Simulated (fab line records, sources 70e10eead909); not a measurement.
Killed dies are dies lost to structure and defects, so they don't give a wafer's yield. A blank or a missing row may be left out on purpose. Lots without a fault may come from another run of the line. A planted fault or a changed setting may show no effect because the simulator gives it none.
Which tool did it? | flow nand_harc | 11 lots, 33 wafers sampled, at 6 steps of a route of 1302

WHAT THE GAUGES READ, wafer by wafer
NHARC_P_GATE_CD_MEAS_26: target cd 120 nm.
lot  | measured     | on        | cd_nm (nm)
L904 | day 5 09:46  | cd_sem-01 | 119.9 120.8 120.1
L907 | day 6 07:37  | cd_sem-01 | 120.9 120.7 121.2
L909 | day 7 18:19  | cd_sem-03 | 120.5 120.4 119.1
L910 | day 8 06:04  | cd_sem-01 | 120.0 120.3 120.3
L911 | day 8 12:58  | cd_sem-03 | 119.8 120.2 119.3
L915 | day 9 22:04  | cd_sem-02 | 120.3 120.1 119.8
L922 | day 12 13:04 | cd_sem-02 | 117.5 118.0 117.3
L924 | day 13 09:58 | cd_sem-03 | 117.6 118.4 117.7
L925 | day 13 23:56 | cd_sem-02 | 120.9 119.4 120.8
L926 | day 14 04:17 | cd_sem-03 | 119.9 120.4 119.8
L927 | day 14 12:53 | cd_sem-01 | 120.7 119.9 119.3

NHARC_END_SORT_01.
lot  | measured     | on        | killed_at_array | killed_at_other | killed_at_periphery | killed_dies | killed_open | killed_short
L911 | day 28 09:58 | prober-02 | 28 28 42        | 4 0 1           | 5 4 7               | 37 32 50    | 2 2 5       | 5 0 4
L926 | day 33 11:49 | prober-02 | 34 30 25        | 0 0 0           | 10 11 7             | 44 41 32    | 5 5 5       | 2 1 2

WHICH TOOL RAN EACH LOT (tool, then ch and the chambers of the sampled wafers, then the start)
lot  | NHARC_P_STI_DESCUM_14              | NHARC_P_GATE_PEB_24               | NHARC_P_GATE_ETCH_114                         | NHARC_P_GATE_ETCH_32
L904 | rie_diel-10 ch 0,1,2, day 3 01:02  | litho_track-04 ch 0, day 5 09:41  | rie_diel-04 ch 0,1,3, day 5 10:25 or earlier  | rie_si-06 ch 1,2,3, day 5 10:25
L907 | rie_diel-10 ch 1,2,3, day 4 02:38  | litho_track-01 ch 0, day 6 07:32  | rie_diel-13 ch 1,2,3, day 6 08:16 or earlier  | rie_si-02 ch 0,1,3, day 6 08:16
L909 | rie_diel-09 ch 0,1,2, day 4 23:20  | litho_track-04 ch 0, day 7 18:14  | rie_diel-06 ch 0,1, day 7 18:59 or earlier    | rie_si-01 ch 0,3, day 7 18:59
L910 | rie_diel-09 ch 1,3, day 5 08:27    | litho_track-06 ch 0, day 8 05:59  | rie_diel-13 ch 2,3, day 8 06:44 or earlier    | rie_si-06 ch 0,1,3, day 8 06:44
L911 | rie_diel-12 ch 1,3, day 5 19:31    | litho_track-01 ch 0, day 8 12:53  | rie_diel-13 ch 0,2,3, day 8 13:38 or earlier  | rie_si-02 ch 1,2,3, day 8 13:38
L915 | rie_diel-09 ch 1,2,3, day 7 14:20  | litho_track-04 ch 0, day 9 21:59  | rie_diel-04 ch 1,2,3, day 9 22:43 or earlier  | rie_si-02 ch 0,1,2, day 9 22:43
L922 | rie_diel-10 ch 0,3, day 10 12:07   | litho_track-04 ch 0, day 12 12:59 | rie_diel-13 ch 0,1,2, day 12 13:43 or earlier | rie_si-01 ch 0,2,3, day 12 13:43
L924 | rie_diel-09 ch 0,2,3, day 11 08:14 | litho_track-04 ch 0, day 13 09:53 | rie_diel-13 ch 1,2,3, day 13 10:37 or earlier | rie_si-02 ch 0,2,3, day 13 10:37
L925 | rie_diel-12 ch 1,2,3, day 11 12:59 | litho_track-01 ch 0, day 13 23:51 | rie_diel-13 ch 2,3, day 14 00:35 or earlier   | rie_si-01 ch 0,1,2, day 14 00:35
L926 | rie_diel-09 ch 0,2,3, day 12 00:20 | litho_track-06 ch 0, day 14 04:13 | rie_diel-06 ch 2,3, day 14 05:00 or earlier   | rie_si-01 ch 0,3, day 14 05:00
L927 | rie_diel-10 ch 0,1,3, day 12 10:12 | litho_track-01 ch 0, day 14 12:48 | rie_diel-13 ch 0,1,2, day 14 13:34 or earlier | rie_si-01 ch 0,1,3, day 14 13:34
- NHARC_P_STI_DESCUM_14: chemistry O2, time 3 s.
- NHARC_P_GATE_PEB_24: peb time 65 s.
- NHARC_P_GATE_ETCH_114: etches the open film in CF4/O2, target depth 30 nm, overetch 3 nm, time 16.5 s.
- NHARC_P_GATE_ETCH_32: etches the open film in HBr/Cl2, target depth 150 nm, time 100.1 s.

WHAT THE TOOLS THEMSELVES READ (means of the sampled wafers that have a number; where no wafer has one, the mark that the record gives instead)
NHARC_P_STI_DESCUM_14.
lot  | tool        | drypump_motor_current_A (A) | mfc_ar_sccm (sccm) | oes_product_au (a.u.) | rf_vpp_V (V) | showerhead_plenum_p_Torr (Torr) | throttle_valve_pct (%)
L904 | rie_diel-10 | 5.5                         | 0.022              | 1.003                 | 57.5         | 1.93                            | 11.307
L907 | rie_diel-10 | 5.4                         | 0.019              | 1.005                 | 57.4         | 1.92                            | 11.315
L909 | rie_diel-09 | 5.8                         | 0.011              | 1.016                 | 57.8         | 1.98                            | 11.316
L910 | rie_diel-09 | 5.8                         | 0.000              | 1.011                 | 58.8         | 1.99                            | 11.305
L911 | rie_diel-12 | 6.3                         | 0.000              | 1.023                 | 57.9         | 1.91                            | 11.316
L915 | rie_diel-09 | 5.5                         | 0.011              | 1.001                 | 58.0         | 1.97                            | 11.318
L922 | rie_diel-10 | 5.9                         | 0.003              | 0.998                 | 57.7         | 1.86                            | 11.309
L924 | rie_diel-09 | 5.3                         | 0.011              | 0.997                 | 58.1         | 1.93                            | 11.305
L925 | rie_diel-12 | 6.3                         | 0.011              | 1.012                 | 57.7         | 1.89                            | 11.312
L926 | rie_diel-09 | 5.3                         | 0.011              | 1.013                 | 57.9         | 1.93                            | 11.315
L927 | rie_diel-10 | 5.7                         | 0.010              | 0.987                 | 58.3         | 1.86                            | 11.313

NHARC_P_GATE_ETCH_114.
lot  | tool        | drypump_motor_current_A (A) | mfc_ar_sccm (sccm) | oes_product_au (a.u.) | rf_vpp_V (V) | showerhead_plenum_p_Torr (Torr) | throttle_valve_pct (%)
L904 | rie_diel-04 | 5.3                         | 0.000              | 1.010                 | 198.1        | 1.33                            | 13.398
L907 | rie_diel-13 | 5.6                         | 0.000              | 1.006                 | 196.5        | 1.28                            | 13.397
L909 | rie_diel-06 | 5.8                         | 0.013              | 0.996                 | 197.7        | 1.30                            | 13.393
L910 | rie_diel-13 | 5.8                         | 0.000              | 0.995                 | 196.3        | 1.28                            | 13.400
L911 | rie_diel-13 | 5.7                         | 0.000              | 1.002                 | 196.4        | 1.28                            | 13.400
L915 | rie_diel-04 | 5.6                         | 0.009              | 1.000                 | 196.5        | 1.31                            | 13.398
L922 | rie_diel-13 | 5.4                         | 0.000              | 1.001                 | 196.3        | 1.27                            | 13.396
L924 | rie_diel-13 | 5.5                         | 0.000              | 1.003                 | 196.4        | 1.28                            | 13.387
L925 | rie_diel-13 | 5.7                         | 0.000              | 1.018                 | 195.9        | 1.28                            | 13.400
L926 | rie_diel-06 | 6.2                         | 0.000              | 1.007                 | 195.9        | 1.26                            | 13.392
L927 | rie_diel-13 | 5.4                         | 0.000              | 1.002                 | 197.2        | 1.27                            | 13.388

NHARC_P_GATE_ETCH_32.
lot  | tool      | drypump_motor_current_A (A) | oes_product_au (a.u.) | throttle_valve_pct (%)
L904 | rie_si-06 | 6.2                         | 0.996                 | 26.404
L907 | rie_si-02 | 5.9                         | 0.993                 | 26.413
L909 | rie_si-01 | 6.0                         | 1.014                 | 26.409
L910 | rie_si-06 | 6.0                         | 1.000                 | 26.406
L911 | rie_si-02 | 5.8                         | 0.983                 | 26.408
L915 | rie_si-02 | 5.6                         | 0.986                 | 26.398
L922 | rie_si-01 | 5.8                         | 0.995                 | 26.409
L924 | rie_si-02 | 5.8                         | 0.996                 | 26.403
L925 | rie_si-01 | 5.5                         | 1.003                 | 26.395
L926 | rie_si-01 | 5.9                         | 0.997                 | 26.408
L927 | rie_si-01 | 5.9                         | 0.999                 | 26.407

THE ANSWER, worked out from the rows above alone
Rule: what is usual is taken from the lots themselves. Put in order of their means at a reading, lots are off if they are a third of the lots or fewer, leave a main group of 4 or more, and stand apart from it by a gap of 3 or more times the standard deviation of the main group's means; of several such gaps the widest counts. A main group whose means are all the same, to the digits that the tables above print for the reading, isn't used. A lot without any number at a reading at which 4 lots or more have one is off too. The other lots that the step has rows for count as sound. The gauges are gone through in route order, then the tools' own readings, and for those a lot's mean is taken as printed above. The first step at which some lot is off is used, and at that step the reading that is off furthest; a lot without a number counts as furthest.
Off: L922, L924, at NHARC_P_GATE_CD_MEAS_26 (cd_nm). The main group: mean 120.2 nm, standard deviation 0.32.
A tool fits if, at a process step before that reading, it ran every lot that is off, and no sound lot after the first of them. The gauges at NHARC_P_GATE_CD_MEAS_26 are tried like those tools. One fits: litho_track-04 at NHARC_P_GATE_PEB_24. Its last sound lot is L915 (day 9 21:59), its first lot that is off L922 (day 12 12:59): a fault that began between those two fits.

WHAT THE SIMULATOR HAD PUT IN
Process parameter drift: litho_track-04, from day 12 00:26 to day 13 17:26, at NHARC_P_GATE_PEB_24. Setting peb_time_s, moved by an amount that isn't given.
Lots struck among those shown: L922, L924. The rule above found the same.
